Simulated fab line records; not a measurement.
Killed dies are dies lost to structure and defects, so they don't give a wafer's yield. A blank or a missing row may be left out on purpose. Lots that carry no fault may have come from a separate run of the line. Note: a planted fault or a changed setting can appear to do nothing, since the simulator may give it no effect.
fab line records    flow n5Finfet
record: lots: 7  wafers: 39
route steps=1938 shown BEOL_M2@890 BEOL_M3@981 BEOL_M5@1191 BEOL_M11@1536
startH: hours from the record's opening day to when the first of the lot's shown wafers began    waitH: how many hours have passed since the lot's step before this one    " as in the row above    L1.1+2: a single row standing in for several wafers    - no value, or no start was given    * or withheld: withheld    < > ~ a bound
route shown NAME@n: a module of which the file shows steps, and the number in the route of the first    usual: the fault-free wafers' mean and standard deviation    same: alike in all rows    chamber/n: place in a boat    sites: the reading at each site    _std_site: how widely they spread, as a standard deviation    _edge_site: the outer-site mean with the inner-site mean subtracted    radiusMm: for every site, how far away it sits from the centre of the wafer    mask NAME#n: copy n    behind: the most recent tool/chamber to have shaped the wafer    hold: why the lot went on hold/how many hours it stayed there/how the hold came to an end    device: whichever transistor did not switch (one of n, p or np)    end of line: the route-end tests of the same wafers    a step with no rows: only its recipe    killed: count of dies lost to structure and defects at first sort (not the wafer's yield)    map: shows each die of a wafer: x if killed, . if not, _ if none is there
set.NAME: the setting that was run; set.NAME@STEP: the one run at that earlier step    model.NAME: the simulator's own value behind a step, which no gauge read
lots where settings were altered on purpose, with a table for each step and a row for each wafer
== steps ==
step: N5_BEOL_M2_TRENCH_ETCH_37
recipe: chemistry: C4F6/O2  targetDepthA: 555.55  target: SiOC  timeS: 29.2  ionEnergyEv: 250  pressureMtorr: 30  sourceW: 355  biasW: 185  Ar_flow_sccm: 300  C4F6_flow_sccm: 10  O2_flow_sccm: 10
lot.wafer  tool        chamber  startH  waitH  set.timeS  model.BEOL_M2.featureDepthNm  model.etch.depthNm  model.TiN_of_BEOL_M2_HM_DEP_02.thkNm
L079.1     rieDiel-01  2        -       -      16.4       29.8                          29.76               18.8
L079.2     "           3        "       "      29.2       54.6                          54.67               17.8
L079.3     "           0        "       "      16.4       30.8                          30.72               18.8
L079.4     "           1        "       "      29.2       55.4                          55.44               17.6
L079.5     "           2        "       "      16.4       29.8                          29.75               18.8
L079.6     "           3        "       "      29.2       54                            53.95               17.4
L080.1     rieDiel-05  3        -       -      37.65      72.2                          72.23               16.4
L080.2     "           1        "       "      29.2       55.4                          55.46               17.4
L080.3     "           0        "       "      37.65      73.6                          73.62               17
L080.4     "           2        "       "      37.65      68.4                          68.47               17.4
L080.5     "           1        "       "      29.2       55.4                          55.49               17.8
L080.6     "           2        "       "      29.2       53.2                          53.22               17.8
L083.1     rieDiel-01  1        -       -      29.2       55.8                          55.77               17.8
L083.2     "           3        "       "      29.2       53.8                          53.88               17.8
L083.3     "           2        "       "      39.85      72.6                          72.53               16.6
L083.4     "           0        "       "      39.85      74                            74.1                16.8
L083.5     "           1        "       "      39.85      76.2                          76.27               16.8
L083.6     "           0        "       "      29.2       54                            54.01               17.8
L082.1     rieDiel-02  2        -       -      29.2       54.8                          54.82               17.4
L082.2     "           0        "       "      29.2       56.2                          56.24               17.2
L082.3     "           1        "       "      29.2       53.2                          53.29               18.2
L082.4     "           3        "       "      29.2       57.8                          57.79               17.2
L082.5     "           3        "       "      29.2       57.4                          57.42               17
L082.6     "           0        "       "      29.2       56.2                          56.24               17.8
L091.2     rieDiel-02  1        -       -      29.2       52.4                          52.35               17.6
L091.3     "           2        "       "      29.2       55                            55.06               17.4
L091.4     "           0        "       "      29.2       55.8                          55.73               17.4
L092.1     rieDiel-02  2        -       -      20.13      38.2                          38.29               18.6
L092.2     "           1        "       "      20.13      36.2                          36.18               18.6
L092.3     "           3        "       "      20.13      38.8                          38.81               18.2
L092.4     "           0        "       "      29.2       55.4                          55.45               17.4
L092.5     "           0        "       "      29.2       55.4                          55.43               17.6
L092.6     "           3        "       "      29.2       57.2                          57.24               17.6
L093.1     rieDiel-05  2        -       -      29.2       56                            56.05               17.4
L093.2     "           3        "       "      29.2       56                            55.93               17.8
L093.3     "           1        "       "      29.2       56.4                          56.33               17.2
L093.4     "           0        "       "      29.2       57.8                          57.81               17.2
L093.5     "           3        "       "      29.2       55.6                          55.66               17.2
L093.6     "           0        "       "      29.2       57.4                          57.34               17.2
step: N5_BEOL_M2_ETCH_41
recipe: chemistry: CH3F/O2  target: SiCN  targetDepthA: 299  taperDeg: 2  timeS: 52.5  ionEnergyEv: 120  maskMaterial: TiN  pressureMtorr: 30  sourceW: 395  biasW: 75  Ar_flow_sccm: 150  CH3F_flow_sccm: 30  O2_flow_sccm: 20
step: N5_BEOL_M2_STRIP_97
recipe: chemistry: N2/H2  timeS: 10  powerW: 450  tempC: 40  pressureMtorr: 20  rfFrequencyHz: 6e+07  biasPowerW: 7  n2FlowSccm: 200  h2FlowSccm: 200
step: N5_BEOL_M2_OCD_MEAS_38
usual: trenchDepthNm: 55.0/1.5
lot.wafer  tool    chamber  startH  waitH  set.timeS@BEOL_M2_TRENCH_ETCH_37  trenchDepthNm
L079.1     ocd-01  -        169.47  -      16.4                              29.7
L079.2     "       -        "       "      29.2                              54.7
L079.3     "       -        "       "      16.4                              30.4
L079.4     "       -        "       "      29.2                              55.8
L079.5     "       -        "       "      16.4                              30.1
L079.6     "       -        "       "      29.2                              53.7
L080.1     ocd-01  -        177.32  -      37.65                             72.6
L080.2     "       -        "       "      29.2                              55.6
L080.3     "       -        "       "      37.65                             74.0
L080.4     "       -        "       "      37.65                             68.8
L080.5     "       -        "       "      29.2                              55.7
L080.6     "       -        "       "      29.2                              53.3
L083.1     ocd-01  -        189.21  -      29.2                              55.3
L083.2     "       -        "       "      29.2                              53.9
L083.3     "       -        "       "      39.85                             72.9
L083.4     "       -        "       "      39.85                             74.0
L083.5     "       -        "       "      39.85                             76.8
L083.6     "       -        "       "      29.2                              53.6
L082.1     ocd-01  -        192.67  -      29.2                              54.8
L082.2     "       -        "       "      29.2                              55.8
L082.3     "       -        "       "      29.2                              53.2
L082.4     "       -        "       "      29.2                              57.9
L082.5     "       -        "       "      29.2                              56.8
L082.6     "       -        "       "      29.2                              56.8
L091.2     ocd-01  -        246.22  -      29.2                              52.4
L091.3     "       -        "       "      29.2                              54.8
L091.4     "       -        "       "      29.2                              56.5
L092.1     ocd-01  -        250.39  -      20.13                             38.7
L092.2     "       -        "       "      20.13                             36.3
L092.3     "       -        "       "      20.13                             38.3
L092.4     "       -        "       "      29.2                              54.9
L092.5     "       -        "       "      29.2                              55.2
L092.6     "       -        "       "      29.2                              57.4
L093.1     ocd-02  -        270.93  -      29.2                              56.2
L093.2     "       -        "       "      29.2                              56.1
L093.3     "       -        "       "      29.2                              56.0
L093.4     "       -        "       "      29.2                              57.7
L093.5     "       -        "       "      29.2                              55.6
L093.6     "       -        "       "      29.2                              57.1
step: N5_BEOL_M2_HM_STRIP_39
recipe: chemistry: peroxideTinStrip  material: TiN  targetDepthA: 250  tempC: 50  timeS: 158
step: N5_BEOL_M2_SRD_40
recipe: timeS: 30  tempC: 23  rinseLiquid: diw  dry: ipaMarangoni
step: N5_BEOL_M2_ECD_50
recipe: material: Cu  targetThkA: 3000
step: N5_BEOL_M2_ANNEAL_51
recipe: tempC: 225  timeS: 90  ambient: N2
step: N5_BEOL_M2_CMP_52
recipe: stopOn: SiOC  tOverpolishS: 6.8  downForcePsi: 1  platenRpm: 50  clearingPlatenDownForcePsi: 1.5  clearingPlatenRpm: 50  postCmpClean: cuAlkaline  targetThkNm: 40  clearingPlatenPadVelocityMS: 0.99484  padVelocityMS: 0.99484
lot.wafer  tool    chamber  startH  waitH  set.timeS@BEOL_M2_TRENCH_ETCH_37  model.Cu_of_BEOL_M2_ECD_50.thkNm
L079.1     cmp-01  0        172.93  0.3    16.4                              16.6
L079.2     "       1        "       "      29.2                              39.4
L079.4     "       2        "       "      29.2                              39.2
L079.3     "       3        "       "      16.4                              16.4
L079.5     "       0        "       "      16.4                              16.8
L079.6     "       1        "       "      29.2                              38.8
L080.3     cmp-04  3        187.19  0.2    37.65                             57.8
L080.2     "       0        "       "      29.2                              39.8
L080.1     "       1        "       "      37.65                             56.8
L080.4     "       2        "       "      37.65                             53.8
L080.6     "       3        "       "      29.2                              37.6
L080.5     "       0        "       "      29.2                              38.4
L083.4     cmp-04  2        193.21  0.1    39.85                             60.8
L083.3     "       3        "       "      39.85                             57.8
L083.1     "       0        "       "      29.2                              39.8
L083.2+6   "       1,3      "       "      29.2                              39
L083.5     "       2        "       "      39.85                             62.2
L082.4     cmp-04  1        196.80  0.4    29.2                              43.6
L082.1     "       2        "       "      29.2                              41.8
L082.3     "       3        "       "      29.2                              38
L082.2     "       0        "       "      29.2                              40.2
L082.6     "       1        "       "      29.2                              41.6
L082.5     "       2        "       "      29.2                              44
L091.2     cmp-01  3        249.86  0.2    29.2                              38.2
L091.4     "       0        "       "      29.2                              41.8
L091.3     "       2        "       "      29.2                              39.8
L092.2     cmp-01  0        255.41  0.2    20.13                             21
L092.4     "       1        "       "      29.2                              39
L092.1     "       2        "       "      20.13                             21.4
L092.3     "       3        "       "      20.13                             23.8
L092.5     "       0        "       "      29.2                              40.8
L092.6     "       1        "       "      29.2                              39.8
L093.2     cmp-02  3        274.02  0.2    29.2                              38.6
L093.4     "       0        "       "      29.2                              40.4
L093.1     "       1        "       "      29.2                              39.8
L093.3     "       2        "       "      29.2                              42.6
L093.5     "       3        "       "      29.2                              38
L093.6     "       0        "       "      29.2                              42
step: N5_BEOL_M2_THK_MEAS_53
recipe: thkMeasGauge: xrf  reads: Cu_of_BEOL_M2_ECD_50
usual: M2_THK: 39.7/1.7
lot.wafer  tool          chamber  startH  waitH  set.timeS@BEOL_M2_TRENCH_ETCH_37  M2_THK[nm]
L079.1     filmMetro-01  -        173.23  -      16.4                              16.5
L079.2     "             -        "       "      29.2                              39.6
L079.3     "             -        "       "      16.4                              16.5
L079.4     "             -        "       "      29.2                              39.0
L079.5     "             -        "       "      16.4                              16.8
L079.6     "             -        "       "      29.2                              38.7
L080.1     filmMetro-02  -        187.49  -      37.65                             56.9
L080.2     "             -        "       "      29.2                              39.8
L080.3     "             -        "       "      37.65                             58.0
L080.4     "             -        "       "      37.65                             54.2
L080.5     "             -        "       "      29.2                              38.7
L080.6     "             -        "       "      29.2                              37.8
L083.1     filmMetro-02  -        193.50  -      29.2                              39.8
L083.2     "             -        "       "      29.2                              39.1
L083.3     "             -        "       "      39.85                             57.8
L083.4     "             -        "       "      39.85                             60.8
L083.5     "             -        "       "      39.85                             62.1
L083.6     "             -        "       "      29.2                              38.9
L082.1     filmMetro-01  -        197.10  -      29.2                              42.1
L082.2     "             -        "       "      29.2                              40.4
L082.3     "             -        "       "      29.2                              38.4
L082.4     "             -        "       "      29.2                              43.9
L082.5     "             -        "       "      29.2                              44.5
L082.6     "             -        "       "      29.2                              41.8
L091.2     filmMetro-02  -        250.15  -      29.2                              38.6
L091.3     "             -        "       "      29.2                              40.2
L091.4     "             -        "       "      29.2                              42.4
L092.1     filmMetro-02  -        255.70  -      20.13                             21.7
L092.2     "             -        "       "      20.13                             21.5
L092.3     "             -        "       "      20.13                             24.1
L092.4     "             -        "       "      29.2                              39.4
L092.5     "             -        "       "      29.2                              41.5
L092.6     "             -        "       "      29.2                              40.5
L093.1     filmMetro-02  -        274.31  -      29.2                              40.1
L093.2     "             -        "       "      29.2                              38.9
L093.3     "             -        "       "      29.2                              43.0
L093.4     "             -        "       "      29.2                              40.7
L093.5     "             -        "       "      29.2                              38.4
L093.6     "             -        "       "      29.2                              42.3
step: N5_BEOL_M2_PRE_CLEAN_60
recipe: gas: NH3/H2  timeS: 15  tempC: *  rfPowerW: 300
step: N5_BEOL_M2_CO_CAP_55
recipe: material: Co  targetThkA: 20  tempC: 200  precursor: CCTBA/H2  pressureTorr: 30  timeS: 102.1
step: N5_BEOL_M2_PRE_CLEAN_56
recipe: gas: NH3  timeS: 15  tempC: withheld  rfPowerW: 300
step: N5_BEOL_M2_DEP_57
recipe: material: SiCN  targetThkA: 80  tempC: withheld  precursor: 3MS/NH3  pressureTorr: 3  rfW: 202  timeS: 14
step: N5_BEOL_M2_RS_MEAS_58
recipe: thkMeasGauge: four-point-probe  reads: Co_of_BEOL_M2_CO_CAP_55+Cu_of_BEOL_M2_ECD_50+Co_of_BEOL_M2_CVD_47+TaN_of_BEOL_M2_ALD_84
usual: M2_RS: 0.68/0.039
lot.wafer  tool          chamber  startH  waitH  set.timeS@BEOL_M2_TRENCH_ETCH_37  M2_RS[ohm/sq]
L079.1     filmMetro-02  -        173.50  0.1    16.4                              2.21
L079.2     "             -        "       "      29.2                              0.68
L079.3     "             -        "       "      16.4                              2.23
L079.4     "             -        "       "      29.2                              0.68
L079.5     "             -        "       "      16.4                              2.15
L079.6     "             -        "       "      29.2                              0.69
L080.1     filmMetro-01  -        187.75  0.0    37.65                             0.43
L080.2     "             -        "       "      29.2                              0.68
L080.3     "             -        "       "      37.65                             0.42
L080.4     "             -        "       "      37.65                             0.46
L080.5     "             -        "       "      29.2                              0.70
L080.6     "             -        "       "      29.2                              0.72
L083.1     filmMetro-01  -        193.82  0.0    29.2                              0.68
L083.2     "             -        "       "      29.2                              0.69
L083.3     "             -        "       "      39.85                             0.42
L083.4     "             -        "       "      39.85                             0.40
L083.5     "             -        "       "      39.85                             0.39
L083.6     "             -        "       "      29.2                              0.69
L082.1     filmMetro-01  -        197.36  0.0    29.2                              0.63
L082.2     "             -        "       "      29.2                              0.67
L082.3     "             -        "       "      29.2                              0.71
L082.4     "             -        "       "      29.2                              0.60
L082.5     "             -        "       "      29.2                              0.59
L082.6     "             -        "       "      29.2                              0.64
L091.2     filmMetro-02  -        250.41  0.1    29.2                              0.71
L091.3     "             -        "       "      29.2                              0.67
L091.4     "             -        "       "      29.2                              0.63
L092.1     filmMetro-02  -        255.96  0.0    20.13                             1.54
L092.2     "             -        "       "      20.13                             1.57
L092.3     "             -        "       "      20.13                             1.33
L092.4     "             -        "       "      29.2                              0.69
L092.5     "             -        "       "      29.2                              0.65
L092.6     "             -        "       "      29.2                              0.67
L093.1     filmMetro-01  -        274.57  0.0    29.2                              0.67
L093.2     "             -        "       "      29.2                              0.70
L093.3     "             -        "       "      29.2                              0.62
L093.4     "             -        "       "      29.2                              0.66
L093.5     "             -        "       "      29.2                              0.71
L093.6     "             -        "       "      29.2                              0.63
step: N5_BEOL_M3_ETCH_41
recipe: chemistry: CH3F/O2  target: SiCN  targetDepthA: 299  taperDeg: 2  timeS: 52.5  ionEnergyEv: 120  maskMaterial: TiN  pressureMtorr: 30  sourceW: 395  biasW: 75  Ar_flow_sccm: 150  CH3F_flow_sccm: 30  O2_flow_sccm: 20
lot.wafer  tool        chamber  startH  waitH  set.targetDepthA  model.etch.depthNm
L079.1     rieDiel-04  1        -       -      299               19
L079.2     "           0        "       "      299               19.59
L079.3     "           3        "       "      299               19.79
L079.4     "           2        "       "      299               19.9
L079.5     "           0        "       "      299               19.69
L079.6     "           3        "       "      299               19.62
L080.1     rieDiel-06  3        -       -      299               19.68
L080.2     "           1        "       "      299               20.16
L080.3     "           2        "       "      388.3             25.18
L080.4     "           0        "       "      388.3             25.69
L080.5     "           0        "       "      388.3             25.67
L080.6     "           1        "       "      299               20.04
L083.1     rieDiel-04  3        -       -      210.2             13.98
L083.2     "           1        "       "      210.2             13.22
L083.3     "           0        "       "      210.2             13.88
L083.4     "           0        "       "      299               19.8
L083.5     "           3        "       "      299               19.82
L083.6     "           1        "       "      299               18.8
L082.1     rieDiel-03  3        -       -      299               19.81
L082.2     "           0        "       "      351.7             24.06
L082.3     "           1        "       "      299               20.1
L082.4     "           0        "       "      299               20.42
L082.5     "           1        "       "      351.7             23.64
L082.6     "           3        "       "      351.7             23.24
L091.2     rieDiel-04  2        -       -      299               20.23
L091.3     "           3        "       "      299               19.97
L091.4     "           3        "       "      299               19.92
L092.1     rieDiel-04  2        -       -      299               20.14
L092.2+6   "           3,2      "       "      299               20.09
L092.3     "           1        "       "      299               18.81
L092.4     "           1        "       "      299               18.88
L092.5     "           3        "       "      299               20.01
L093.1     rieDiel-04  3        -       -      235               15.57
L093.2     "           2        "       "      299               20.19
L093.3     "           1        "       "      235               14.74
L093.4     "           0        "       "      235               15.54
L093.5     "           0        "       "      299               19.67
L093.6     "           3        "       "      299               19.98
step: N5_BEOL_M5_DEP_56
recipe: material: SiCN  targetThkA: 80  tempC: withheld  precursor: 3MS/NH3  pressureTorr: 3  rfW: 202  timeS: 14
lot.wafer  tool      chamber  startH  waitH  set.targetThkA  model.SiCN_of_BEOL_M5_DEP_56.thkNm
L079.1+3   pecvd-01  0        203.33  0.0    80              8
L079.2+6   "         1,0      "       "      44.21           4.6
L079.4     "         1        "       "      80              8.2
L079.5     "         1        "       "      44.21           4.4
L080.1     pecvd-01  1        225.85  0.0    118.7           11.8
L080.2+4   "         0,1      "       "      80              8
L080.3+5   "         0        "       "      118.7           12
L080.6     "         1        "       "      80              8.2
L083.1+4   pecvd-03  0,1      227.20  0.0    80              8
L083.2+3   "         1,2      "       "      80              7.8
L083.5+6   "         2,0      "       "      80              8.2
L082.1     pecvd-02  2        233.19  0.0    92.55           9.4
L082.2     "         1        "       "      92.55           9.2
L082.3     "         0        "       "      80              8.4
L082.4     "         0        "       "      80              8.2
L082.5     "         2        "       "      92.55           9.6
L082.6     "         1        "       "      80              8
L091.2+3   pecvd-03  2,1      300.16  0.0    80              7.8
L091.4     "         0        "       "      80              8
L093.1     pecvd-01  1        307.51  0.0    80              7.8
L093.2+6   "         2        "       "      48.07           4.8
L093.3     "         0        "       "      48.07           4.6
L093.4     "         1        "       "      80              8
L093.5     "         0        "       "      80              8.2
L092.1+2   pecvd-03  1,0      321.17  0.0    80              8
L092.3     "         2        "       "      32.05           3
L092.4+6   "         0,1      "       "      32.05           3.2
L092.5     "         2        "       "      80              8.2
step: N5_BEOL_M11_ILD_DEP_00
recipe: material: SiCOH_lowk  targetThkA: 3085.1  tempC: 300  precursor: DEMS/porogen  pressureTorr: 5  rfW: 500  timeS: 58
lot.wafer  tool      chamber  startH  waitH  set.timeS  model.SiCOH_lowk_of_BEOL_M11_ILD_DEP_00.thkNm
L079.1     pecvd-02  1        241.16  0.0    58         311.8
L079.2     "         2        "       "      58         306
L079.3     "         0        "       "      58         306.6
L079.4     "         0        "       "      58         307.2
L079.5     "         2        "       "      58         310
L079.6     "         1        "       "      58         314
L080.1     pecvd-03  2        262.02  0.0    58         301.8
L080.2     "         1        "       "      58         301.2
L080.3     "         0        "       "      58         307
L080.4     "         2        "       "      58         305.2
L080.5     "         1        "       "      58         306
L080.6     "         0        "       "      58         310
L083.1     pecvd-04  1        266.21  0.0    70.51      367.8
L083.2     "         0        "       "      58         309.2
L083.3     "         2        "       "      70.51      372.4
L083.4     "         0        "       "      70.51      377.6
L083.5     "         1        "       "      58         306
L083.6     "         2        "       "      58         311.4
L082.1     pecvd-02  2        274.62  0.0    58         301.8
L082.2     "         1        "       "      84.32      440.4
L082.3     "         0        "       "      84.32      436.8
L082.4     "         1        "       "      58         308
L082.5     "         2        "       "      84.32      441.6
L082.6     "         0        "       "      58         303.2
L091.2     pecvd-02  0        338.54  0.0    58         298.8
L091.3     "         1        "       "      58         308
L091.4     "         0        "       "      58         307.8
L093.1     pecvd-02  1        352.06  0.0    58         305.4
L093.2     "         0        "       "      58         302.6
L093.3     "         2        "       "      58         308.4
L093.4     "         1        "       "      58         307.8
L093.5     "         0        "       "      58         306.6
L093.6     "         2        "       "      58         312.2
L092.1     pecvd-02  2        365.85  0.0    58         312.8
L092.2     "         1        "       "      31.73      172.8
L092.3     "         0        "       "      31.73      164.6
L092.4     "         2        "       "      58         316.8
L092.5     "         0        "       "      58         309
L092.6     "         1        "       "      31.73      173.6
step: N5_BEOL_M11_CURE_71
recipe: tempC: 385  timeS: 240  ambient: He/Ar  material: SiCOH_lowk
lot.wafer  tool       chamber  startH  waitH  set.timeS@BEOL_M11_ILD_DEP_00  model.SiCOH_lowk_of_BEOL_M11_ILD_DEP_00.thkNm
L079.1     uvCure-01  1        241.24  0.1    58                             270.8
L079.2     "          1        "       "      58                             265.8
L079.3     "          1        "       "      58                             266.4
L079.4     "          1        "       "      58                             266.8
L079.5     "          1        "       "      58                             269.2
L079.6     "          1        "       "      58                             272.8
L080.1     uvCure-01  1        262.10  0.0    58                             262
L080.2     "          1        "       "      58                             261.6
L080.3     "          1        "       "      58                             266.6
L080.4     "          1        "       "      58                             265
L080.5     "          1        "       "      58                             265.8
L080.6     "          1        "       "      58                             269.2
L083.1     uvCure-01  1        266.29  0.0    70.51                          320.6
L083.2     "          1        "       "      58                             268.6
L083.3     "          1        "       "      70.51                          324.6
L083.4     "          1        "       "      70.51                          329.2
L083.5     "          1        "       "      58                             265.8
L083.6     "          1        "       "      58                             270.6
L082.1     uvCure-01  2        274.70  0.0    58                             262
L082.2     "          2        "       "      84.32                          385.4
L082.3     "          2        "       "      84.32                          382.2
L082.4     "          2        "       "      58                             267.6
L082.5     "          2        "       "      84.32                          386.4
L082.6     "          2        "       "      58                             263.4
L091.2     uvCure-02  2        338.72  0.2    58                             259.4
L091.3     "          2        "       "      58                             267.6
L091.4     "          2        "       "      58                             267.4
L093.1     uvCure-01  1        352.14  0.0    58                             265.2
L093.2     "          1        "       "      58                             262.8
L093.3     "          1        "       "      58                             267.8
L093.4     "          1        "       "      58                             267.4
L093.5     "          1        "       "      58                             266.2
L093.6     "          1        "       "      58                             271.2
L092.1     uvCure-03  1        365.93  0.0    58                             271.8
L092.2     "          1        "       "      31.73                          148.8
L092.3     "          1        "       "      31.73                          141.8
L092.4     "          1        "       "      58                             275.4
L092.5     "          1        "       "      58                             268.4
L092.6     "          1        "       "      31.73                          149.6
step: N5_BEOL_M11_THK_MEAS_01
recipe: reads: SiCOH_lowk_of_BEOL_M11_ILD_DEP_00
usual: M11_ILD_THK: 267/3.7
lot.wafer  tool          chamber  startH  waitH  set.timeS@BEOL_M11_ILD_DEP_00  M11_ILD_THK[nm]
L079.1     filmMetro-02  -        241.76  0.4    58                             271
L079.2     "             -        "       "      58                             266
L079.3     "             -        "       "      58                             267
L079.4     "             -        "       "      58                             267
L079.5     "             -        "       "      58                             269
L079.6     "             -        "       "      58                             273
L080.1     filmMetro-01  -        262.61  0.4    58                             262
L080.2     "             -        "       "      58                             261
L080.3     "             -        "       "      58                             267
L080.4     "             -        "       "      58                             265
L080.5     "             -        "       "      58                             266
L080.6     "             -        "       "      58                             269
L083.1     filmMetro-01  -        266.80  0.4    70.51                          321
L083.2     "             -        "       "      58                             269
L083.3     "             -        "       "      70.51                          325
L083.4     "             -        "       "      70.51                          329
L083.5     "             -        "       "      58                             266
L083.6     "             -        "       "      58                             271
L082.1     filmMetro-01  -        275.21  0.4    58                             262
L082.2     "             -        "       "      84.32                          386
L082.3     "             -        "       "      84.32                          382
L082.4     "             -        "       "      58                             268
L082.5     "             -        "       "      84.32                          386
L082.6     "             -        "       "      58                             264
L091.2     filmMetro-02  -        339.16  0.4    58                             259
L091.3     "             -        "       "      58                             268
L091.4     "             -        "       "      58                             267
L093.1     filmMetro-02  -        352.65  0.4    58                             265
L093.2     "             -        "       "      58                             263
L093.3     "             -        "       "      58                             268
L093.4     "             -        "       "      58                             268
L093.5     "             -        "       "      58                             266
L093.6     "             -        "       "      58                             271
L092.1     filmMetro-02  -        366.67  0.7    58                             272
L092.2     "             -        "       "      31.73                          149
L092.3     "             -        "       "      31.73                          142
L092.4     "             -        "       "      58                             276
L092.5     "             -        "       "      58                             269
L092.6     "             -        "       "      31.73                          150
step: N5_BEOL_M11_ETCH_41
recipe: chemistry: CH3F/O2  target: SiCN  targetDepthA: 426  taperDeg: 2  timeS: 86  ionEnergyEv: 120  maskMaterial: TiN  pressureMtorr: 30  sourceW: 395  biasW: 75  Ar_flow_sccm: 150  CH3F_flow_sccm: 30  O2_flow_sccm: 20
lot.wafer  tool        chamber  startH  waitH  set.timeS  model.etch.depthNm
L079.1     rieDiel-06  1        -       -      86         32.87
L079.2     "           3        "       "      86         31.92
L079.3     "           2        "       "      86         32.52
L079.4     "           2        "       "      86         32.41
L079.5     "           1        "       "      86         32.85
L079.6     "           3        "       "      86         31.79
L080.1     rieDiel-03  1        -       -      135.3      51.4
L080.2     "           2        "       "      86         32.96
L080.3     "           3        "       "      135.3      51.27
L080.4     "           0        "       "      86         33.58
L080.5     "           3        "       "      86         32.71
L080.6     "           0        "       "      135.3      52.77
L083.1     rieDiel-06  2        -       -      86         32.7
L083.2     "           0        "       "      86         33.99
L083.3     "           3        "       "      86         32.05
L083.4     "           1        "       "      86         33
L083.5     "           2        "       "      86         32.61
L083.6     "           1        "       "      86         32.92
L082.1     rieDiel-06  0        -       -      62.25      24.22
L082.2     "           3        "       "      86         31.74
L082.3     "           2        "       "      62.25      23.35
L082.4     "           1        "       "      86         32.77
L082.5     "           3        "       "      86         31.73
L082.6     "           2        "       "      62.25      23.33
L091.2     rieDiel-06  2        -       -      86         32.84
L091.3     "           1        "       "      86         33.01
L091.4     "           0        "       "      86         33.72
L093.1     rieDiel-04  2        -       -      127.9      49.28
L093.2     "           1        "       "      86         30.01
L093.3     "           0        "       "      127.9      48.23
L093.4     "           3        "       "      86         32.57
L093.5     "           1        "       "      86         30.45
L093.6     "           0        "       "      127.9      48.22
L092.1     rieDiel-03  0        -       -      86         32.39
L092.2     "           2        "       "      86         32.67
L092.3     "           3        "       "      41.24      15.41
L092.4     "           1        "       "      41.24      15.71
L092.5     "           0        "       "      41.24      15.63
L092.6     "           1        "       "      86         33.01
== key ==
split: step: N5_BEOL_M2_TRENCH_ETCH_37  setting: timeS  stated: 29.2  by: wafer
response: step: N5_BEOL_M2_TRENCH_ETCH_37  reading: model.BEOL_M2.featureDepthNm  change: +0.563  per: 1%  r: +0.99
response: step: N5_BEOL_M2_TRENCH_ETCH_37  reading: model.etch.depthNm  change: +0.564  per: 1%  r: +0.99
response: step: N5_BEOL_M2_TRENCH_ETCH_37  reading: model.TiN_of_BEOL_M2_HM_DEP_02.thkNm  change: -0.028  per: 1%  r: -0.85
response: step: N5_BEOL_M2_OCD_MEAS_38  reading: trenchDepthNm  change: +0.568  per: 1%  r: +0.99
response: step: N5_BEOL_M2_CMP_52  reading: model.Cu_of_BEOL_M2_ECD_50.thkNm  change: +0.557  per: 1%  r: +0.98
response: step: N5_BEOL_M2_THK_MEAS_53  reading: M2_THK  change: +0.558  per: 1%  r: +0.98
response: step: N5_BEOL_M2_RS_MEAS_58  reading: M2_RS  change: -0.0216  per: 1%  r: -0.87
split: step: N5_BEOL_M3_ETCH_41  setting: targetDepthA  stated: 299  by: wafer
response: step: N5_BEOL_M3_ETCH_41  reading: model.etch.depthNm  change: +0.196  per: 1%  r: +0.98
split: step: N5_BEOL_M5_DEP_56  setting: targetThkA  stated: 80  by: wafer
response: step: N5_BEOL_M5_DEP_56  reading: model.SiCN_of_BEOL_M5_DEP_56.thkNm  change: +0.0808  per: 1%  r: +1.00
split: step: N5_BEOL_M11_ILD_DEP_00  setting: timeS  stated: 58  by: wafer
response: step: N5_BEOL_M11_ILD_DEP_00  reading: model.SiCOH_lowk_of_BEOL_M11_ILD_DEP_00.thkNm  change: +3.05  per: 1%  r: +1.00
response: step: N5_BEOL_M11_CURE_71  reading: model.SiCOH_lowk_of_BEOL_M11_ILD_DEP_00.thkNm  change: +2.7  per: 1%  r: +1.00
response: step: N5_BEOL_M11_THK_MEAS_01  reading: M11_ILD_THK  change: +2.7  per: 1%  r: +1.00
split: step: N5_BEOL_M11_ETCH_41  setting: timeS  stated: 86  by: wafer
response: step: N5_BEOL_M11_ETCH_41  reading: model.etch.depthNm  change: +0.334  per: 1%  r: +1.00
